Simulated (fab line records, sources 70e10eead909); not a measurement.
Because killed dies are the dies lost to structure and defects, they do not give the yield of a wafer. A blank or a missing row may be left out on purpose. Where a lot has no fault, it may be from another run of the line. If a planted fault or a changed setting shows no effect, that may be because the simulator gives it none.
Which tool did it? + flow nandHarc + 72 wafers from 24 lots sampled at 6 of the route's 1159 steps

== WHAT EACH GAUGE READ, for each wafer ==
The record holds no reading of a measuring or inspecting step that can be judged against a usual standard deviation.

== WHICH TOOL RAN EACH LOT (tool, then ch and the chambers of the sampled wafers, then the start) ==
| lot  | NHARC_A_CONTACT_ETCH_102          | NHARC_A_CONTACT_DESCUM_74         | NHARC_A_CONTACT_ETCH_76                      | NHARC_A_CONTACT_ETCH_126           | NHARC_A_CONTACT_ETCH_129           | NHARC_A_CONTACT_ETCH_131           |
|------|-----------------------------------|-----------------------------------|----------------------------------------------|------------------------------------|------------------------------------|------------------------------------|
| L074 | rieDiel-05 ch 1,2,3, day 15 23:05 | rieDiel-11 ch 0,2,3, day 16 06:28 | rieDiel-08 ch 0,2,3, day 16 07:59 or earlier | harCapEtch-02 ch 0,1, day 16 07:59 | harCapEtch-02 ch 0,1, day 16 08:25 | harCapEtch-02 ch 0,1, day 16 08:41 |
| L075 | rieDiel-05 ch 0,1,2, day 16 11:44 | rieDiel-05 ch 0,1,2, day 16 18:11 | rieDiel-05 ch 0,1,3, day 16 19:59 or earlier | harCapEtch-01 ch 0,1, day 16 19:59 | harCapEtch-01 ch 0,1, day 16 20:25 | harCapEtch-01 ch 0,1, day 16 20:42 |
| L076 | rieDiel-05 ch 0,3, day 16 17:23   | rieDiel-05 ch 1,2, day 17 00:23   | rieDiel-05 ch 2,3, day 17 01:55 or earlier   | harCapEtch-01 ch 0,1, day 17 01:55 | harCapEtch-01 ch 0,1, day 17 02:20 | harCapEtch-01 ch 0,1, day 17 02:37 |
| L077 | rieDiel-11 ch 0,1,3, day 16 17:29 | rieDiel-11 ch 0,1, day 17 00:41   | rieDiel-11 ch 0,1, day 17 02:13 or earlier   | harCapEtch-03 ch 0,1, day 17 02:13 | harCapEtch-03 ch 0,1, day 17 02:38 | harCapEtch-03 ch 0,1, day 17 02:55 |
| L078 | rieDiel-05 ch 0,1, day 17 02:20   | rieDiel-05 ch 0,1,2, day 17 05:56 | rieDiel-05 ch 1,2,3, day 17 07:25 or earlier | harCapEtch-01 ch 0,1, day 17 07:25 | harCapEtch-01 ch 0,1, day 17 07:50 | harCapEtch-01 ch 0,1, day 17 08:07 |
| L079 | rieDiel-05 ch 0,1,2, day 17 14:06 | rieDiel-08 ch 0,1,2, day 17 17:51 | rieDiel-08 ch 0,1,3, day 17 19:20 or earlier | harCapEtch-02 ch 0,1, day 17 19:20 | harCapEtch-02 ch 0,1, day 17 19:46 | harCapEtch-02 ch 0,1, day 17 20:03 |
| L080 | rieDiel-05 ch 0,1,2, day 17 18:17 | rieDiel-05 ch 0,1,2, day 17 21:40 | rieDiel-05 ch 1,2,3, day 17 23:09 or earlier | harCapEtch-03 ch 0,1, day 17 23:09 | harCapEtch-03 ch 0,1, day 17 23:35 | harCapEtch-03 ch 0,1, day 17 23:52 |
| L081 | rieDiel-05 ch 1,2,3, day 17 23:37 | rieDiel-08 ch 0,2,3, day 18 03:37 | rieDiel-08 ch 1,2,3, day 18 05:04 or earlier | harCapEtch-01 ch 0,1, day 18 05:04 | harCapEtch-01 ch 0,1, day 18 05:30 | harCapEtch-01 ch 0,1, day 18 05:47 |
| L082 | rieDiel-05 ch 0,1,2, day 18 21:17 | rieDiel-05 ch 0,2, day 19 02:44   | rieDiel-05 ch 0,1,2, day 19 04:41 or earlier | harCapEtch-02 ch 0,1, day 19 04:41 | harCapEtch-02 ch 0,1, day 19 05:07 | harCapEtch-02 ch 0,1, day 19 05:24 |
| L083 | rieDiel-05 ch 0,1,2, day 18 21:55 | rieDiel-05 ch 0,2, day 19 03:14   | rieDiel-05 ch 1,2, day 19 05:11 or earlier   | harCapEtch-01 ch 0,1, day 19 05:11 | harCapEtch-01 ch 0,1, day 19 05:37 | harCapEtch-01 ch 0,1, day 19 05:53 |
| L087 | rieDiel-05 ch 0,1,3, day 19 07:13 | rieDiel-08 ch 0,3, day 19 11:10   | rieDiel-08 ch 0,1,3, day 19 12:53 or earlier | harCapEtch-03 ch 0,1, day 19 12:53 | harCapEtch-03 ch 0,1, day 19 13:19 | harCapEtch-03 ch 0,1, day 19 13:37 |
| L084 | rieDiel-05 ch 0,2,3, day 19 08:35 | rieDiel-05 ch 0,1, day 19 14:12   | rieDiel-05 ch 0,1,3, day 19 15:47 or earlier | harCapEtch-01 ch 1, day 19 15:47   | harCapEtch-01 ch 1, day 19 16:13   | harCapEtch-01 ch 1, day 19 16:30   |
| L086 | rieDiel-05 ch 1,2,3, day 19 11:25 | rieDiel-11 ch 2,3, day 19 18:04   | rieDiel-11 ch 0,1, day 19 19:35 or earlier   | harCapEtch-03 ch 0,1, day 19 19:35 | harCapEtch-03 ch 0,1, day 19 20:00 | harCapEtch-03 ch 0,1, day 19 20:17 |
| L085 | rieDiel-08 ch 1,2,3, day 19 12:37 | rieDiel-05 ch 1,2, day 19 18:28   | rieDiel-05 ch 0,3, day 19 19:57 or earlier   | harCapEtch-02 ch 0,1, day 19 19:57 | harCapEtch-02 ch 0,1, day 19 20:23 | harCapEtch-02 ch 0,1, day 19 20:40 |
| L088 | rieDiel-05 ch 1,3, day 19 16:06   | rieDiel-05 ch 0,1,3, day 19 21:28 | rieDiel-05 ch 0,1,2, day 19 22:55 or earlier | harCapEtch-03 ch 0,1, day 19 22:55 | harCapEtch-03 ch 0,1, day 19 23:21 | harCapEtch-03 ch 0,1, day 19 23:38 |
| L090 | rieDiel-08 ch 1,2, day 20 02:04   | rieDiel-05 ch 0,1,2, day 20 06:59 | rieDiel-05 ch 0,1, day 20 08:30 or earlier   | harCapEtch-03 ch 0,1, day 20 08:30 | harCapEtch-03 ch 0,1, day 20 08:56 | harCapEtch-03 ch 0,1, day 20 09:13 |
| L089 | rieDiel-05 ch 0,1,2, day 20 02:27 | rieDiel-08 ch 0,1,3, day 20 08:44 | rieDiel-08 ch 0,1,3, day 20 10:13 or earlier | harCapEtch-02 ch 0,1, day 20 10:13 | harCapEtch-02 ch 0,1, day 20 10:39 | harCapEtch-02 ch 0,1, day 20 10:56 |
| L093 | rieDiel-05 ch 0,1,3, day 21 02:51 | rieDiel-05 ch 1,3, day 21 06:26   | rieDiel-05 ch 0,3, day 21 07:58 or earlier   | harCapEtch-03 ch 0,1, day 21 07:58 | harCapEtch-03 ch 0,1, day 21 08:23 | harCapEtch-03 ch 0,1, day 21 08:40 |
| L092 | rieDiel-05 ch 0,2, day 21 08:28   | rieDiel-05 ch 1,3, day 21 11:48   | rieDiel-05 ch 0,1,2, day 21 13:27 or earlier | harCapEtch-01 ch 0,1, day 21 13:27 | harCapEtch-01 ch 0,1, day 21 14:02 | harCapEtch-01 ch 0,1, day 21 14:25 |
| L094 | rieDiel-08 ch 0,3, day 21 12:25   | rieDiel-05 ch 2,3, day 21 15:57   | rieDiel-05 ch 2,3, day 21 17:56 or earlier   | harCapEtch-02 ch 0,1, day 21 17:56 | harCapEtch-02 ch 0,1, day 21 18:22 | harCapEtch-02 ch 0,1, day 21 18:38 |
| L091 | rieDiel-11 ch 0,1, day 21 21:32   | rieDiel-08 ch 0,1, day 22 02:44   | rieDiel-08 ch 0,2, day 22 04:14 or earlier   | harCapEtch-02 ch 0,1, day 22 04:14 | harCapEtch-02 ch 0,1, day 22 04:40 | harCapEtch-02 ch 0,1, day 22 04:57 |
| L096 | rieDiel-11 ch 0,2,3, day 21 21:46 | rieDiel-05 ch 1,2, day 22 03:02   | rieDiel-05 ch 1,2, day 22 04:43 or earlier   | harCapEtch-03 ch 0,1, day 22 04:43 | harCapEtch-03 ch 0,1, day 22 05:08 | harCapEtch-03 ch 0,1, day 22 05:25 |
| L097 | rieDiel-05 ch 0,1, day 22 01:13   | rieDiel-11 ch 0,1,3, day 22 06:41 | rieDiel-11 ch 0,2,3, day 22 08:09 or earlier | harCapEtch-02 ch 0,1, day 22 08:09 | harCapEtch-02 ch 0,1, day 22 08:35 | harCapEtch-02 ch 0,1, day 22 08:52 |
| L095 | rieDiel-05 ch 0,1, day 22 08:02   | rieDiel-05 ch 0,2, day 22 13:22   | rieDiel-05 ch 1,3, day 22 14:53 or earlier   | harCapEtch-02 ch 0,1, day 22 14:53 | harCapEtch-02 ch 0,1, day 22 15:19 | harCapEtch-02 ch 0,1, day 22 15:36 |
- NHARC_A_CONTACT_ETCH_102: etches the open film in CF4/O2, target depth 70 nm, overetch 7 nm, time 38.5 s.
- NHARC_A_CONTACT_DESCUM_74: chemistry O2, time 3 s.
- NHARC_A_CONTACT_ETCH_76: etches the open film in N2/H2, target depth 260 nm, time 475.3 s.
- NHARC_A_CONTACT_ETCH_126: etches the open film in C4F8/O2/Ar, time 155 s, target depth 956 nm.
- NHARC_A_CONTACT_ETCH_129: etches the open film in C4F8/O2/Ar, time 155 s, target depth 956 nm.
- NHARC_A_CONTACT_ETCH_131: etches the open film in C4F8/O2/Ar, time 155 s, target depth 956 nm.

== WHAT THE TOOLS THEMSELVES READ (means of the sampled wafers that have a number; where no wafer has one, the mark that the record gives instead) ==
NHARC_A_CONTACT_ETCH_102. Usual: drypumpMotorCurrentA 5.9 A, standard deviation 0.41; mfcArSccm 0.016 sccm, standard deviation 0.01; oesProductAu 1.002 a.u., standard deviation 0.0066; rfVppV 198.8 V, standard deviation 1.1; showerheadPlenumPTorr 1.38 Torr, standard deviation 0.042; throttleValvePct 13.397 %, standard deviation 0.0087.
| lot  | tool       | drypumpMotorCurrentA (A) | mfcArSccm (sccm) | oesProductAu (a.u.) | rfVppV (V) | showerheadPlenumPTorr (Torr) | throttleValvePct (%) | flag |
|------|------------|--------------------------|------------------|---------------------|------------|------------------------------|----------------------|------|
| L074 | rieDiel-05 | 5.8                      | 0.011            | 1.008               | 199.5      | 1.40                         | 13.406               |      |
| L075 | rieDiel-05 | 5.9                      | 0.017            | 1.007               | 199.9      | 1.39                         | 13.403               |      |
| L076 | rieDiel-05 | 6.2                      | 0.019            | 1.001               | 199.5      | 1.40                         | 13.397               |      |
| L077 | rieDiel-11 | 6.2                      | 0.024            | 1.016               | 198.2      | 1.33                         | 13.397               |      |
| L078 | rieDiel-05 | 5.6                      | 0.012            | 1.002               | 199.3      | 1.40                         | 13.399               |      |
| L079 | rieDiel-05 | 6.0                      | 0.017            | 0.992               | 199.1      | 1.39                         | 13.393               |      |
| L080 | rieDiel-05 | 5.9                      | 0.017            | 1.004               | 199.2      | 1.39                         | 13.393               |      |
| L081 | rieDiel-05 | 5.8                      | 0.011            | 1.001               | 198.5      | 1.39                         | 13.401               |      |
| L082 | rieDiel-05 | 5.9                      | 0.017            | 1.004               | 199.1      | 1.39                         | 13.395               |      |
| L083 | rieDiel-05 | 5.9                      | 0.017            | 0.999               | 199.2      | 1.39                         | 13.399               |      |
| L087 | rieDiel-05 | 5.8                      | 0.013            | 1.005               | 199.1      | 1.40                         | 13.402               |      |
| L084 | rieDiel-05 | 6.1                      | 0.017            | 1.009               | 199.0      | 1.39                         | 13.388               |      |
| L086 | rieDiel-05 | 5.8                      | 0.011            | 1.000               | 199.1      | 1.39                         | 13.388               |      |
| L085 | rieDiel-08 | 5.5                      | 0.014            | 0.997               | 197.9      | 1.31                         | 13.405               |      |
| L088 | rieDiel-05 | 5.5                      | 0.006            | 1.009               | 199.5      | 1.40                         | 13.405               |      |
| L090 | rieDiel-08 | 5.5                      | 0.017            | 0.996               | 196.8      | 1.30                         | 13.392               |      |
| L089 | rieDiel-05 | 5.9                      | 0.017            | 0.999               | 199.2      | 1.39                         | 13.405               |      |
| L093 | rieDiel-05 | 5.8                      | 0.013            | 1.007               | 198.4      | 1.40                         | 13.396               |      |
| L092 | rieDiel-05 | 6.2                      | 0.022            | 0.997               | 199.2      | 1.38                         | 13.396               |      |
| L094 | rieDiel-08 | 6.0                      | 0.009            | 0.995               | 197.9      | 1.34                         | 13.405               |      |
| L091 | rieDiel-11 | 6.1                      | 0.027            | 1.010               | 199.0      | 1.36                         | 13.397               |      |
| L096 | rieDiel-11 | 6.1                      | 0.019            | 1.000               | 196.5      | 1.30                         | 13.392               |      |
| L097 | rieDiel-05 | 5.6                      | 0.012            | 1.002               | 199.4      | 1.40                         | 13.398               |      |
| L095 | rieDiel-05 | 6.0                      | 0.019            | 0.998               | 199.0      | 1.39                         | 13.396               |      |

NHARC_A_CONTACT_DESCUM_74. Usual: drypumpMotorCurrentA 5.9 A, standard deviation 0.41; mfcArSccm 0.016 sccm, standard deviation 0.01; oesProductAu 1.002 a.u., standard deviation 0.0075; rfVppV 58.1 V, standard deviation 0.85; showerheadPlenumPTorr 1.96 Torr, standard deviation 0.074; throttleValvePct 11.309 %, standard deviation 0.0091.
| lot  | tool       | drypumpMotorCurrentA (A) | mfcArSccm (sccm) | oesProductAu (a.u.) | rfVppV (V) | showerheadPlenumPTorr (Torr) | throttleValvePct (%) | flag |
|------|------------|--------------------------|------------------|---------------------|------------|------------------------------|----------------------|------|
| L074 | rieDiel-11 | 6.1                      | 0.019            | 1.003               | 57.6       | 1.87                         | 11.307               |      |
| L075 | rieDiel-05 | 6.0                      | 0.017            | 1.007               | 58.5       | 2.00                         | 11.308               |      |
| L076 | rieDiel-05 | 5.9                      | 0.015            | 1.008               | 58.1       | 1.99                         | 11.317               |      |
| L077 | rieDiel-11 | 6.0                      | 0.013            | 1.011               | 59.1       | 1.96                         | 11.307               |      |
| L078 | rieDiel-05 | 5.9                      | 0.017            | 1.004               | 57.1       | 1.99                         | 11.314               |      |
| L079 | rieDiel-08 | 5.7                      | 0.010            | 0.994               | 58.2       | 1.93                         | 11.310               |      |
| L080 | rieDiel-05 | 5.9                      | 0.017            | 1.007               | 57.4       | 1.99                         | 11.316               |      |
| L081 | rieDiel-08 | 5.7                      | 0.007            | 1.001               | 57.6       | 1.95                         | 11.305               |      |
| L082 | rieDiel-05 | 6.3                      | 0.022            | 1.004               | 57.8       | 1.98                         | 11.312               |      |
| L083 | rieDiel-05 | 6.3                      | 0.023            | 1.012               | 57.9       | 1.98                         | 11.325               |      |
| L087 | rieDiel-08 | 6.0                      | 0.009            | 1.000               | 57.7       | 1.92                         | 11.302               |      |
| L084 | rieDiel-05 | 6.0                      | 0.019            | 1.004               | 58.6       | 2.00                         | 11.317               |      |
| L086 | rieDiel-11 | 6.1                      | 0.028            | 1.005               | 57.8       | 1.85                         | 11.312               |      |
| L085 | rieDiel-05 | 5.9                      | 0.015            | 0.997               | 58.6       | 1.98                         | 11.308               |      |
| L088 | rieDiel-05 | 5.8                      | 0.013            | 0.995               | 58.2       | 2.00                         | 11.307               |      |
| L090 | rieDiel-05 | 5.9                      | 0.017            | 1.001               | 58.8       | 1.99                         | 11.309               |      |
| L089 | rieDiel-08 | 5.8                      | 0.016            | 1.005               | 58.0       | 1.86                         | 11.305               |      |
| L093 | rieDiel-05 | 5.7                      | 0.007            | 0.994               | 58.1       | 2.01                         | 11.309               |      |
| L092 | rieDiel-05 | 5.7                      | 0.007            | 1.000               | 59.0       | 2.01                         | 11.313               |      |
| L094 | rieDiel-05 | 6.1                      | 0.016            | 0.987               | 57.6       | 1.98                         | 11.305               |      |
| L091 | rieDiel-08 | 6.0                      | 0.012            | 1.003               | 57.8       | 2.00                         | 11.303               |      |
| L096 | rieDiel-05 | 5.9                      | 0.015            | 0.991               | 57.8       | 1.98                         | 11.296               |      |
| L097 | rieDiel-11 | 6.2                      | 0.024            | 1.011               | 57.7       | 1.89                         | 11.315               |      |
| L095 | rieDiel-05 | 6.3                      | 0.023            | 1.003               | 57.9       | 1.98                         | 11.306               |      |

NHARC_A_CONTACT_ETCH_76. Usual: drypumpMotorCurrentA 5.9 A, standard deviation 0.4; mfcArSccm 0.016 sccm, standard deviation 0.01; oesProductAu 1.004 a.u., standard deviation 0.0067; rfVppV 432.0 V, standard deviation 2.5; showerheadPlenumPTorr 2.09 Torr, standard deviation 0.082; throttleValvePct 14.171 %, standard deviation 0.0084.
| lot  | tool       | drypumpMotorCurrentA (A) | mfcArSccm (sccm) | oesProductAu (a.u.) | rfVppV (V) | showerheadPlenumPTorr (Torr) | throttleValvePct (%) | flag |
|------|------------|--------------------------|------------------|---------------------|------------|------------------------------|----------------------|------|
| L074 | rieDiel-08 | 5.6                      | 0.007            | 1.001               | 431.3      | 2.09                         | 14.177               |      |
| L075 | rieDiel-05 | 5.8                      | 0.013            | 1.005               | 433.4      | 2.14                         | 14.175               |      |
| L076 | rieDiel-05 | 6.0                      | 0.011            | 1.001               | 433.2      | 2.13                         | 14.171               |      |
| L077 | rieDiel-11 | 6.1                      | 0.027            | 1.006               | 432.2      | 2.10                         | 14.172               |      |
| L078 | rieDiel-05 | 5.8                      | 0.011            | 1.011               | 433.4      | 2.13                         | 14.176               |      |
| L079 | rieDiel-08 | 5.8                      | 0.016            | 1.002               | 428.4      | 1.98                         | 14.177               |      |
| L080 | rieDiel-05 | 5.8                      | 0.011            | 1.004               | 433.1      | 2.13                         | 14.183               |      |
| L081 | rieDiel-08 | 5.5                      | 0.014            | 1.003               | 430.0      | 2.01                         | 14.169               |      |
| L082 | rieDiel-05 | 5.9                      | 0.017            | 1.003               | 433.9      | 2.13                         | 14.175               |      |
| L083 | rieDiel-05 | 5.9                      | 0.015            | 1.003               | 432.1      | 2.12                         | 14.172               |      |
| L087 | rieDiel-08 | 5.8                      | 0.016            | 1.003               | 428.6      | 1.98                         | 14.171               |      |
| L084 | rieDiel-05 | 5.9                      | 0.013            | 0.997               | 432.9      | 2.14                         | 14.175               |      |
| L086 | rieDiel-11 | 6.1                      | 0.027            | 1.008               | 431.6      | 2.09                         | 14.167               |      |
| L085 | rieDiel-05 | 6.0                      | 0.013            | 1.007               | 432.5      | 2.14                         | 14.177               |      |
| L088 | rieDiel-05 | 5.9                      | 0.017            | 1.000               | 433.4      | 2.12                         | 14.174               |      |
| L090 | rieDiel-05 | 6.0                      | 0.019            | 1.008               | 433.0      | 2.13                         | 14.167               |      |
| L089 | rieDiel-08 | 5.8                      | 0.016            | 1.000               | 428.7      | 1.97                         | 14.169               |      |
| L093 | rieDiel-05 | 6.0                      | 0.013            | 1.009               | 432.9      | 2.14                         | 14.167               |      |
| L092 | rieDiel-05 | 5.9                      | 0.017            | 0.999               | 432.6      | 2.12                         | 14.164               |      |
| L094 | rieDiel-05 | 6.0                      | 0.011            | 1.010               | 433.1      | 2.13                         | 14.174               |      |
| L091 | rieDiel-08 | 5.6                      | 0.002            | 1.000               | 433.4      | 2.14                         | 14.172               |      |
| L096 | rieDiel-05 | 5.9                      | 0.015            | 1.002               | 433.1      | 2.11                         | 14.170               |      |
| L097 | rieDiel-11 | 6.1                      | 0.019            | 1.007               | 428.5      | 1.98                         | 14.166               |      |
| L095 | rieDiel-05 | 5.5                      | 0.006            | 1.013               | 433.5      | 2.14                         | 14.170               |      |

== THE ANSWER, worked out from the rows above alone ==
Rule: a lot counts as off when the mean over its wafers that have a number is more than 3 standard deviations away from the usual mean. A lot without any number at a reading at which 4 lots or more have one is off too. Any other lot the step has rows for is counted as sound. First the gauges in route order, then the tools' own readings, where a lot's mean is used as printed above. At the first step where some lot is off, the reading lying furthest off is the one used; lots without a number count as furthest.
No lot is off on any of the readings shown, so nothing can be concluded from this.

== WHAT WAS PUT IN BY THE SIMULATOR ==
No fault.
